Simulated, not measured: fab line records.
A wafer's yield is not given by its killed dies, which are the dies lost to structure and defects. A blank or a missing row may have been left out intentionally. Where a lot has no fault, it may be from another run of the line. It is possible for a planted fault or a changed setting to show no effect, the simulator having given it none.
Chamber matching | flow nand harc | 4 sister chambers for NHARC_THIN_TSV_DESCUM_35 on rie diel-11
The step chemistry O2, time 3 s. 4 wafers are shown with their chamber, then 7 later ones without.

== WAFERS, EACH WITH ITS CHAMBER ==
wafer  | chamber | drypump motor current A (A)
L388.3 | 1       | 5.9
L392.2 | 2       | 5.5
L392.6 | 3       | 6.4
L396.5 | 0       | 6.7

== WAFERS WITH NO CHAMBER GIVEN ==
wafer  | drypump motor current A (A)
L396.6 | 6.4
L395.1 | 5.5
L395.4 | 6.6
L395.5 | 5.8
L397.1 | 5.5
L397.3 | 6.4
L397.4 | 5.8

== THE CHAMBER EACH PASSED THROUGH ==
wafer  | from the rows above     | in truth
L396.6 | 3                       | 3
L395.1 | 2                       | 2
L395.4 | can't be placed: 0 or 3 | 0
L395.5 | 1                       | 1
L397.1 | 2                       | 2
L397.3 | 3                       | 3
L397.4 | 1                       | 1
Correct placement for 6 of the 7. Unplaceable from these rows: 1, with the true chamber sitting among the candidates in 1. Number placed wrongly: 0.
How it was worked out, from the rows above alone: a wafer's distance from a chamber is the root of the sum, over the readings, of the square of ((its reading less the chamber's mean) divided by the reading's scatter). If the next closest chamber is less than 2 further off than the closest, the wafer can't be placed; otherwise it belongs to the closest. A chamber's mean is the mean of its shown wafers. The scatter: root of mean squared gap, hidden wafer to nearest shown wafer, with one shown wafer a chamber.
